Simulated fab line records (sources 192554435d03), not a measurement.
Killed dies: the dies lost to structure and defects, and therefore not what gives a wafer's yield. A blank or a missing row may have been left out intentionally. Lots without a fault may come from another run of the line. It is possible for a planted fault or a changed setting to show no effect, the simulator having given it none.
fab line records	flow n5Finfet
[record] lots = 7	wafers = 39
route steps=1938 shown BEOL_M6@1198 BEOL_M8@1348 BEOL_M12@1602
startH: start of the lot's first displayed wafer, in hours after the record's first day	waitH: how many hours have passed since the lot's step before this one	" repeats the value in the row above	L1.1+2: a single row standing in for several wafers	- no value, or no start given	* or withheld: withheld	< > ~ a bound
route shown NAME@n: names a module that has steps shown in the file, with the first one's number in the route	usual: mean and standard deviation over wafers with no fault	same: alike in all rows	chamber/n: place in a boat	sites: per-site readings	_std_site: standard deviation of those values	_edge_site: mean of outer sites minus mean of inner sites	radiusMm: for every site, how far away it sits from the centre of the wafer	mask NAME#n: copy n	behind: the most recent tool/chamber to have shaped the wafer	hold: the reason the lot was held/the length of the hold in hours/how it ended	device: transistor that didn't switch, given as n, p or np	end of line: at the end of the route, the tests of the same wafers	where a step has no rows: the recipe by itself	killed: not the wafer's yield, but the dies lost to structure and defects at the first sort	map: per-die view of a wafer (x killed, . not killed, _ where there is no die)
set.NAME: the setting that was run; set.NAME@STEP: the one run at that earlier step	model.NAME: the simulator's own value behind a step, which no gauge read
lots where settings were altered on purpose, with a table for each step and a row for each wafer
[[steps]]
[step N5_BEOL_M6_HM_DEP_02]
[recipe] material = TiN	targetThkA = 200	tempC = 25	chamberPressurePa = 0.49996
lot.wafer	tool	chamber	startH	waitH	set.targetThkA	model.TiN_of_BEOL_M6_HM_DEP_02.thkNm
L076.1+4+6	pvdSputter-03	-	239.27	0.6	200	20
L076.2+3+5	"	-	"	"	200	19.8
L079.1	pvdSputter-02	-	265.28	1.1	200	20.4
L079.2+5	"	-	"	"	200	20.2
L079.3	"	-	"	"	266.7	26.6
L079.4+6	"	-	"	"	266.7	26.8
L083.1	pvdSputter-03	-	294.88	2.7	200	19.6
L083.2	"	-	"	"	200	19.8
L083.4	"	-	"	"	200	20
L087.1	pvdSputter-01	-	303.84	1.1	200	19.4
L087.2+3+4	"	-	"	"	200	19.8
L087.5+6	"	-	"	"	200	19.6
L092.1+5+6	pvdSputter-01	-	343.39	1.0	200	19.8
L092.2	"	-	"	"	302.2	29.8
L092.3+4	"	-	"	"	302.2	30
L091.1	pvdSputter-02	-	343.53	0.4	200	20.2
L091.2+4	"	-	"	"	80.38	8.2
L091.3+5	"	-	"	"	200	20.4
L091.6	"	-	"	"	80.38	8.4
L095.1	pvdSputter-03	-	360.67	1.6	200	20
L095.2	"	-	"	"	86.38	9
L095.3	"	-	"	"	200	20.4
L095.4+6	"	-	"	"	86.38	8.6
L095.5	"	-	"	"	200	20.2
[step N5_BEOL_M6_COAT_59]
[recipe] resist = SOC	tempC = 250	timeS = 60	spinRpm = 1500	resistThkNm = 100
[step N5_BEOL_M6_COAT_60]
[recipe] resist = SiARC	tempC = 220	timeS = 60	spinRpm = 1500	resistThkNm = 35
[step N5_BEOL_M6_STRIP_68]
[recipe] chemistry = N2/H2	tempC = 40	n2FlowSccm = 200	h2FlowSccm = 200	rfFrequencyHz = 6e+07
[step N5_BEOL_M6_STRIP_67]
[recipe] chemistry = CF4	resist = SiARC	powerW = 300	biasPowerW = 75	pressureMtorr = 50	cf4FlowSccm = 150	rfFrequencyHz = 6e+07
[step N5_BEOL_M6_HM_OPEN_17]
[recipe] chemistry = Cl2/BCl3	targetDepthA = 200	overetchA = 60	target = TiN	maskMaterial = SOC	ionEnergyEv = 150	pressureMtorr = 10	icpW = 1000	biasW = 126	Cl2_flow_sccm = 53.25	bcl3FlowSccm = 21.75	Ar_flow_sccm = 25
[usual] oesProductAu = 0.69/0.062
lot.wafer	tool	chamber	startH	waitH	set.targetThkA@BEOL_M6_HM_DEP_02	oesProductAu	model.etch.depthNm
L076.1	rieMetal-01	1	240.17	0.0	200	0.83	19.91
L076.2	"	1	"	"	200	0.83	19.74
L076.3	"	1	"	"	200	0.83	19.88
L076.4	"	1	"	"	200	0.84	19.92
L076.5	"	1	"	"	200	0.83	19.81
L076.6	"	1	"	"	200	0.82	19.98
L079.1	rieMetal-02	0	266.02	0.0	200	0.68	20.36
L079.2	"	1	"	"	200	0.74	20.12
L079.3	"	0	"	"	266.7	0.77	25.13
L079.4	"	1	"	"	266.7	0.87	26.63
L079.5	"	1	"	"	200	0.74	20.21
L079.6	"	0	"	"	266.7	0.76	25.07
L083.1	rieMetal-01	1	295.74	0.0	200	0.76	19.61
L083.2	"	0	"	"	200	0.77	19.73
L083.4	"	0	"	"	200	0.78	20.02
L087.1	rieMetal-02	1	305.22	0.0	200	0.71	19.44
L087.2	"	0	"	"	200	0.66	19.72
L087.3	"	0	"	"	200	0.66	19.71
L087.4	"	1	"	"	200	0.72	19.72
L087.5	"	0	"	"	200	0.65	19.61
L087.6	"	1	"	"	200	0.71	19.59
L092.1	rieMetal-02	0	344.14	0.0	200	0.65	19.84
L092.2	"	1	"	"	302.2	0.86	26.87
L092.3	"	0	"	"	302.2	0.74	24.89
L092.4	"	1	"	"	302.2	0.85	26.85
L092.5	"	0	"	"	200	0.65	19.81
L092.6	"	1	"	"	200	0.71	19.83
L091.1	rieMetal-02	1	344.40	0.0	200	0.72	20.12
L091.2	"	0	"	"	80.38	0.43	8.113
L091.3	"	0	"	"	200	0.66	20.36
L091.4	"	1	"	"	80.38	0.48	8.189
L091.5	"	0	"	"	200	0.66	20.32
L091.6	"	1	"	"	80.38	0.48	8.33
L095.1	rieMetal-02	1	361.54	0.0	200	0.72	20.02
L095.2	"	0	"	"	86.38	0.45	8.979
L095.3	"	0	"	"	200	0.66	20.3
L095.4	"	1	"	"	86.38	0.49	8.51
L095.5	"	0	"	"	200	0.65	20.13
L095.6	"	1	"	"	86.38	0.48	8.553
[step N5_BEOL_M8_DESCUM_16]
[recipe] chemistry = O2	timeS = 7.9	sourcePowerW = 50	biasPowerW = 20	pressureMtorr = 20	rfFrequencyHz = 2.712e+07	tempC = 40	resist = CAR-ArF	o2FlowSccm = 225
lot.wafer	tool	chamber	startH	waitH	set.timeS	model.CAR-ArF_of_BEOL_M8_COAT_05.thkNm
L076.1	rieDiel-04	3	256.89	0.0	9.234	82.2
L076.2+5	"	2,3	"	"	7.9	83.6
L076.3	"	1	"	"	9.234	82.4
L076.4	"	0	"	"	7.9	83.2
L076.6	"	2	"	"	9.234	82.6
L079.1+2	rieDiel-04	1,0	282.07	0.4	7.9	83.4
L079.3	"	3	"	"	7.9	83.2
L079.4	"	2	"	"	6.373	84.6
L079.5	"	1	"	"	6.373	84.4
L079.6	"	0	"	"	6.373	84.2
L083.1+2+4	rieDiel-01	2,3,0	312.59	0.1	7.9	83.4
L087.1	rieDiel-01	2	319.86	0.0	7.9	83.6
L087.2	"	0	"	"	5.48	84.6
L087.3+5	"	1,2	"	"	5.48	84.8
L087.4	"	3	"	"	7.9	83.4
L087.6	"	3	"	"	7.9	83.2
L092.1+4	rieDiel-04	3,2	365.90	0.1	5.129	85.2
L092.2	"	0	"	"	7.9	83.4
L092.3	"	1	"	"	5.129	85.6
L092.5+6	"	3,0	"	"	7.9	83.6
L091.1+5+6	rieDiel-01	0,1,2	369.33	0.3	7.9	83.6
L091.2+3	"	2,1	"	"	9.341	82.6
L091.4	"	3	"	"	9.341	82.4
L095.1	rieDiel-04	0	379.14	0.0	5.166	85.4
L095.2+5+6	"	1,1,0	"	"	7.9	83.8
L095.3+4	"	2,3	"	"	5.166	85.2
[step N5_BEOL_M8_ETCH_61]
[recipe] chemistry = CF4	target = SiARC	targetDepthA = 455	maskMaterial = CAR-ArF	timeS = 75.8	ionEnergyEv = 80	pressureMtorr = 40	sourceW = 545	biasW = 36	Ar_flow_sccm = 100	cf4FlowSccm = 100	ends = cleared
lot.wafer	tool	chamber	startH	waitH	set.timeS@BEOL_M8_DESCUM_16	model.CAR-ArF_of_BEOL_M8_COAT_05.thkNm
L076.1+3	rieDiel-04	3,1	256.92	0.0	9.234	49.6
L076.2+5	"	2,3	"	"	7.9	50.8
L076.4	"	0	"	"	7.9	50.6
L076.6	"	2	"	"	9.234	50
L079.1	rieDiel-04	1	282.10	0.0	7.9	50.6
L079.2	"	0	"	"	7.9	50.8
L079.3	"	3	"	"	7.9	50.4
L079.4+5	"	2,1	"	"	6.373	51.8
L079.6	"	0	"	"	6.373	51.4
L083.1+2+4	rieDiel-01	2,3,0	312.62	0.0	7.9	50.8
L087.1+4	rieDiel-01	2,3	319.90	0.0	7.9	50.8
L087.2	"	0	"	"	5.48	52
L087.3+5	"	1,2	"	"	5.48	52.2
L087.6	"	3	"	"	7.9	50.6
L092.1+4	rieDiel-04	3,2	365.93	0.0	5.129	52.6
L092.2+6	"	0	"	"	7.9	50.8
L092.3	"	1	"	"	5.129	53
L092.5	"	3	"	"	7.9	51.2
L091.1+5	rieDiel-01	0,1	369.37	0.0	7.9	51
L091.2	"	2	"	"	9.341	49.8
L091.3	"	1	"	"	9.341	50
L091.4	"	3	"	"	9.341	49.6
L091.6	"	2	"	"	7.9	50.8
L095.1+3	rieDiel-04	0,2	379.17	0.0	5.166	52.8
L095.2+6	"	1,0	"	"	7.9	51.2
L095.4	"	3	"	"	5.166	52.6
L095.5	"	1	"	"	7.9	51
[step N5_BEOL_M12_ILD_DEP_00]
[recipe] material = SiOC	targetThkA = 6589.2	tempC = 350	precursor = DEMS/O2	pressureTorr = 5	rfW = 500	timeS = 130.7
lot.wafer	tool	chamber	startH	waitH	set.timeS	model.SiOC_of_BEOL_M12_ILD_DEP_00.thkNm
L076.1	pecvd-04	2	287.98	0.0	174.3	887.8
L076.2	"	0	"	"	130.7	656.6
L076.3	"	1	"	"	174.3	867.4
L076.4	"	1	"	"	130.7	663.4
L076.5	"	2	"	"	174.3	887.6
L076.6	"	0	"	"	130.7	671.4
L079.1	pecvd-01	0	313.06	0.0	154.7	775
L079.2	"	1	"	"	154.7	769.6
L079.3	"	2	"	"	130.7	645.4
L079.4	"	2	"	"	130.7	659.4
L079.5	"	0	"	"	130.7	660.2
L079.6	"	1	"	"	154.7	781.6
L083.1	pecvd-04	1	345.33	0.0	130.7	644.2
L083.2	"	2	"	"	130.7	652
L083.4	"	0	"	"	130.7	657
L087.1	pecvd-03	0	352.53	0.0	130.7	654.2
L087.2	"	1	"	"	130.7	658
L087.3	"	2	"	"	130.7	656.2
L087.4	"	1	"	"	130.7	670.6
L087.5	"	2	"	"	130.7	661
L087.6	"	0	"	"	130.7	671.2
L092.1	pecvd-01	1	399.35	0.0	130.7	638
L092.2	"	0	"	"	56.57	277.8
L092.3	"	2	"	"	56.57	288.2
L092.4	"	1	"	"	130.7	654.4
L092.5	"	2	"	"	130.7	670.6
L092.6	"	0	"	"	56.57	283
L091.1	pecvd-04	0	401.05	0.0	198.1	983.6
L091.2	"	2	"	"	198.1	988
L091.3	"	1	"	"	130.7	642.8
L091.4	"	1	"	"	130.7	657.4
L091.5	"	0	"	"	130.7	655.6
L091.6	"	2	"	"	198.1	1004
L095.1	pecvd-01	2	413.75	0.0	130.7	657.2
L095.2	"	0	"	"	156	779
L095.3	"	2	"	"	156	791.4
L095.4	"	0	"	"	130.7	664
L095.5	"	0	"	"	130.7	661.6
L095.6	"	2	"	"	156	804.6
[step N5_BEOL_M12_THK_MEAS_01]
[recipe] reads = SiOC_of_BEOL_M12_ILD_DEP_00
[usual] M12_ILD_THK = 658/8
lot.wafer	tool	chamber	startH	waitH	set.timeS@BEOL_M12_ILD_DEP_00	M12_ILD_THK[nm]
L076.1	filmMetro-02	-	288.11	0.1	174.3	888
L076.2	"	-	"	"	130.7	657
L076.3	"	-	"	"	174.3	868
L076.4	"	-	"	"	130.7	663
L076.5	"	-	"	"	174.3	887
L076.6	"	-	"	"	130.7	672
L079.1	filmMetro-01	-	313.19	0.1	154.7	775
L079.2	"	-	"	"	154.7	770
L079.3	"	-	"	"	130.7	645
L079.4	"	-	"	"	130.7	659
L079.5	"	-	"	"	130.7	660
L079.6	"	-	"	"	154.7	782
L083.1	filmMetro-02	-	345.46	0.1	130.7	645
L083.2	"	-	"	"	130.7	652
L083.4	"	-	"	"	130.7	657
L087.1	filmMetro-02	-	352.66	0.1	130.7	655
L087.2	"	-	"	"	130.7	658
L087.3	"	-	"	"	130.7	656
L087.4	"	-	"	"	130.7	670
L087.5	"	-	"	"	130.7	661
L087.6	"	-	"	"	130.7	671
L092.1	filmMetro-02	-	399.48	0.1	130.7	638
L092.2	"	-	"	"	56.57	278
L092.3	"	-	"	"	56.57	288
L092.4	"	-	"	"	130.7	654
L092.5	"	-	"	"	130.7	670
L092.6	"	-	"	"	56.57	283
L091.1	filmMetro-02	-	401.18	0.1	198.1	984
L091.2	"	-	"	"	198.1	988
L091.3	"	-	"	"	130.7	643
L091.4	"	-	"	"	130.7	657
L091.5	"	-	"	"	130.7	656
L091.6	"	-	"	"	198.1	1004
L095.1	filmMetro-01	-	413.93	0.1	130.7	657
L095.2	"	-	"	"	156	779
L095.3	"	-	"	"	156	791
L095.4	"	-	"	"	130.7	664
L095.5	"	-	"	"	130.7	661
L095.6	"	-	"	"	156	805
[step N5_BEOL_M12_COAT_58]
[recipe] resist = BARC	tempC = 205	timeS = 60	spinRpm = 1500	resistThkNm = 89
[step N5_BEOL_M12_COAT_04]
[recipe] spinRpm = 1625	resistThkNm = 400
[step N5_BEOL_M12_DESCUM_15]
[recipe] chemistry = O2	timeS = 7.9	sourcePowerW = 50	biasPowerW = 20	pressureMtorr = 20	rfFrequencyHz = 2.712e+07	tempC = 40	o2FlowSccm = 225
[step N5_BEOL_M12_ETCH_59]
[recipe] chemistry = N2/H2	target = BARC	targetDepthA = 890	overetchA = 267	timeS = 67.9	ionEnergyEv = 200	pressureMtorr = 30	sourceW = 840	biasW = 150	n2FlowSccm = 200	h2FlowSccm = 200
[step N5_BEOL_M12_VIA_ETCH_16]
[recipe] chemistry = C4F8/O2/Ar	target = SiOC	pressureMtorr = 30	sourceW = 3000	biasW = 700	Ar_flow_sccm = 400	C4F8_flow_sccm = 15	O2_flow_sccm = 8	heInnerTorr = 15	heOuterTorr = 30	targetDepthA = 7248	timeS = withheld	ionEnergyEv = 250	ends = cleared
lot.wafer	tool	chamber	startH	waitH	set.timeS@BEOL_M12_ILD_DEP_00	model.etch.depthNm	model.coat_of_BEOL_M12_COAT_04.thkNm
L076.1	rieDiel-01	3	288.59	0.0	*	887.7	54.4
L076.2	"	0	"	"	*	656.5	126
L076.3	"	2	"	"	*	867.4	62.8
L076.4	"	1	"	"	*	663.3	121.6
L076.5	"	1	"	"	*	887.7	54.8
L076.6	"	2	"	"	*	671.5	120
L079.1	rieDiel-01	1	314.18	0.0	*	775	87
L079.2	"	2	"	"	*	769.7	92
L079.3	"	0	"	"	*	645.4	128.6
L079.4	"	3	"	"	*	659.3	122.2
L079.5	"	3	"	"	*	660.2	121.4
L079.6	"	0	"	"	*	781.6	88.2
L083.1	rieDiel-04	1	346.06	0.0	*	644.2	130
L083.2	"	0	"	"	*	652	127.8
L083.4	"	3	"	"	*	656.9	125
L087.1	rieDiel-01	2	353.26	0.0	*	654.3	126.8
L087.2	"	1	"	"	*	658	124.6
L087.3	"	3	"	"	*	656.2	124.4
L087.4	"	3	"	"	*	670.7	119.6
L087.5	"	2	"	"	*	661	125
L087.6	"	1	"	"	*	671.1	120.8
L092.1	rieDiel-04	2	400.40	0.0	*	638	132.2
L092.2	"	3	"	"	*	277.9	239.4
L092.3	"	1	"	"	*	288.2	236.4
L092.4	"	0	"	"	*	654.4	128.6
L092.5	"	1	"	"	*	670.6	124.2
L092.6	"	0	"	"	*	283	237.6
L091.1	rieDiel-01	1	402.16	0.0	*	983.7	27.6
L091.2	"	2	"	"	*	987.9	28
L091.3	"	0	"	"	*	642.7	129.4
L091.4	"	3	"	"	*	657.4	123.8
L091.5	"	2	"	"	*	655.7	126.4
L091.6	"	1	"	"	*	1004	21.8
L095.1	rieDiel-03	1	414.54	0.0	*	657.2	124.2
L095.2	"	0	"	"	*	779	87.8
L095.3	"	2	"	"	*	791.3	85.8
L095.4	"	3	"	"	*	664.1	122.6
L095.5	"	2	"	"	*	661.6	123.8
L095.6	"	1	"	"	*	804.6	81
[step N5_BEOL_M12_STRIP_63]
[recipe] chemistry = N2/H2	powerW = 1000	tempC = 250	h2Frac = 0.65	overashFraction = 0.3	pressureMtorr = 1000	n2FlowSccm = 1750	h2FlowSccm = 3250
[usual] oesProductAu = 0.694/0.0046	stripTimeToEndpointS = 43.0/0.76
lot.wafer	tool	chamber	startH	waitH	set.timeS@BEOL_M12_ILD_DEP_00	oesProductAu	stripTimeToEndpointS
L076.1	plasmaAsher-01	1	288.79	-	174.3	0.670	23.0
L076.2	"	0	"	"	130.7	0.695	43.3
L076.3	"	1	"	"	174.3	0.668	25.5
L076.4	"	0	"	"	130.7	0.697	42.1
L076.5	"	1	"	"	174.3	0.668	23.1
L076.6	"	0	"	"	130.7	0.686	41.7
L079.1	plasmaAsher-01	1	314.38	-	154.7	0.682	32.6
L079.2	"	0	"	"	154.7	0.679	34.0
L079.3	"	1	"	"	130.7	0.702	44.0
L079.4	"	0	"	"	130.7	0.692	42.2
L079.5	"	0	"	"	130.7	0.696	42.1
L079.6	"	1	"	"	154.7	0.680	32.9
L083.1	plasmaAsher-02	0	346.26	-	130.7	0.689	44.4
L083.2	"	1	"	"	130.7	0.692	43.8
L083.4	"	1	"	"	130.7	0.692	43.0
L087.1	plasmaAsher-01	0	353.46	-	130.7	0.695	43.5
L087.2	"	1	"	"	130.7	0.701	42.9
L087.3	"	1	"	"	130.7	0.697	42.8
L087.4	"	0	"	"	130.7	0.697	41.6
L087.5	"	0	"	"	130.7	0.700	43.0
L087.6	"	1	"	"	130.7	0.691	41.9
L092.1	plasmaAsher-01	0	400.60	-	130.7	0.700	45.0
L092.2	"	1	"	"	56.57	0.864	72.7
L092.3	"	0	"	"	56.57	0.858	71.9
L092.4	"	1	"	"	130.7	0.709	44.0
L092.5	"	1	"	"	130.7	0.697	42.8
L092.6	"	0	"	"	56.57	0.862	72.2
L091.1	plasmaAsher-02	0	402.35	-	198.1	0.640	14.2
L091.2	"	1	"	"	198.1	0.639	14.4
L091.3	"	1	"	"	130.7	0.700	44.2
L091.4	"	0	"	"	130.7	0.688	42.7
L091.5	"	1	"	"	130.7	0.698	43.4
L091.6	"	0	"	"	198.1	0.582	12.1
L095.1	plasmaAsher-02	1	414.74	-	130.7	0.696	42.8
L095.2	"	0	"	"	156	0.684	32.8
L095.3	"	0	"	"	156	0.671	32.2
L095.4	"	1	"	"	130.7	0.701	42.4
L095.5	"	1	"	"	130.7	0.694	42.7
L095.6	"	0	"	"	156	0.682	30.9
[step N5_BEOL_M12_ETCH_38]
[recipe] chemistry = CF4/N2	target = SiCN	targetDepthA = 687	taperDeg = 2	timeS = 73.4	ionEnergyEv = 150	maskMaterial = SiO2	pressureMtorr = 40	sourceW = 430	biasW = 70	Ar_flow_sccm = 100	cf4FlowSccm = 60	n2FlowSccm = 60
lot.wafer	tool	chamber	startH	waitH	set.timeS	set.timeS@BEOL_M12_ILD_DEP_00	model.SiOC_of_BEOL_M12_ILD_DEP_00.thkNm	model.etch.depthNm
L076.1	rieDiel-03	1	290.51	-	115.7	174.3	811.8	90.7
L076.2	"	3	"	"	73.4	130.7	609.8	56.02
L076.3	"	2	"	"	73.4	174.3	819	57.22
L076.4	"	3	"	"	115.7	130.7	589.2	88.93
L076.5	"	1	"	"	73.4	174.3	839	57.91
L076.6	"	2	"	"	115.7	130.7	595	90.66
L079.1	rieDiel-04	1	316.91	-	73.4	154.7	726.8	57.02
L079.2	"	0	"	"	103.6	154.7	702	80.85
L079.3	"	3	"	"	73.4	130.7	596.2	57.75
L079.4	"	2	"	"	103.6	130.7	591	80.6
L079.5	"	3	"	"	103.6	130.7	591.2	81.06
L079.6	"	2	"	"	73.4	154.7	732.8	57.39
L083.1	rieDiel-03	2	347.98	-	73.4	130.7	595.2	58.01
L083.2	"	1	"	"	73.4	130.7	603.2	57.93
L083.4	"	2	"	"	73.4	130.7	608	57.77
L087.1	rieDiel-03	2	357.52	-	73.4	130.7	605.6	57.41
L087.2	"	3	"	"	89.51	130.7	599.4	70.43
L087.3	"	0	"	"	73.4	130.7	607.8	57.63
L087.4	"	1	"	"	89.51	130.7	612.6	69.3
L087.5	"	2	"	"	73.4	130.7	612.8	57.09
L087.6	"	3	"	"	89.51	130.7	612.2	70.85
L092.1	rieDiel-03	3	403.99	-	73.4	130.7	588.2	59.71
L092.2	"	0	"	"	73.4	56.57	228.6	58.54
L092.3	"	2	"	"	73.4	56.57	239.4	57.75
L092.4	"	1	"	"	73.4	130.7	606	57.57
L092.5	"	2	"	"	73.4	130.7	622	57.46
L092.6	"	1	"	"	73.4	56.57	234.2	58.07
L091.1	rieDiel-03	2	404.09	-	73.4	198.1	935.6	56.83
L091.2	"	3	"	"	90.43	198.1	928.2	71.76
L091.3	"	1	"	"	73.4	130.7	595	56.71
L091.4	"	0	"	"	90.43	130.7	597.8	70.95
L091.5	"	3	"	"	90.43	130.7	595.6	72.11
L091.6	"	0	"	"	73.4	198.1	955.8	57.61
L095.1	rieDiel-01	1	418.31	-	73.4	130.7	607	59.59
L095.2	"	0	"	"	73.4	156	731	57.84
L095.3	"	2	"	"	73.4	156	743	57.64
L095.4	"	3	"	"	73.4	130.7	614	59.52
L095.5	"	1	"	"	73.4	130.7	611.8	59.32
L095.6	"	0	"	"	73.4	156	756.8	57.48
[[key]]
[split] step = N5_BEOL_M6_HM_DEP_02	setting = targetThkA	stated = 200	by = wafer
[response] step = N5_BEOL_M6_HM_DEP_02	reading = model.TiN_of_BEOL_M6_HM_DEP_02.thkNm	change = +0.2	per = 1%	r = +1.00
[response] step = N5_BEOL_M6_HM_OPEN_17	reading = oesProductAu	change = +0.00326	per = 1%	r = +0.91
[response] step = N5_BEOL_M6_HM_OPEN_17	reading = model.etch.depthNm	change = +0.178	per = 1%	r = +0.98
[split] step = N5_BEOL_M8_DESCUM_16	setting = timeS	stated = 7.9	by = wafer
[response] step = N5_BEOL_M8_DESCUM_16	reading = model.CAR-ArF_of_BEOL_M8_COAT_05.thkNm	change = -0.0488	per = 1%	r = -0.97
[response] step = N5_BEOL_M8_ETCH_61	reading = model.CAR-ArF_of_BEOL_M8_COAT_05.thkNm	change = -0.0504	per = 1%	r = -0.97
[split] step = N5_BEOL_M12_ILD_DEP_00	setting = timeS	stated = 130.7	by = wafer
[response] step = N5_BEOL_M12_ILD_DEP_00	reading = model.SiOC_of_BEOL_M12_ILD_DEP_00.thkNm	change = +6.57	per = 1%	r = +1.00
[response] step = N5_BEOL_M12_THK_MEAS_01	reading = M12_ILD_THK	change = +6.57	per = 1%	r = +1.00
[response] step = N5_BEOL_M12_VIA_ETCH_16	reading = model.etch.depthNm	change = +6.57	per = 1%	r = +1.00
[response] step = N5_BEOL_M12_VIA_ETCH_16	reading = model.coat_of_BEOL_M12_COAT_04.thkNm	change = -1.94	per = 1%	r = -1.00
[response] step = N5_BEOL_M12_STRIP_63	reading = oesProductAu	change = -0.00187	per = 1%	r = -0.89
[response] step = N5_BEOL_M12_STRIP_63	reading = stripTimeToEndpointS	change = *	per = 1%	r = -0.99
[response] step = N5_BEOL_M12_ETCH_38	reading = model.SiOC_of_BEOL_M12_ILD_DEP_00.thkNm	change = +6.65	per = 1%	r = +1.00
[split] step = N5_BEOL_M12_ETCH_38	setting = timeS	stated = 73.4	by = wafer
[response] step = N5_BEOL_M12_ETCH_38	reading = model.etch.depthNm	change = +0.578	per = 1%	r = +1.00
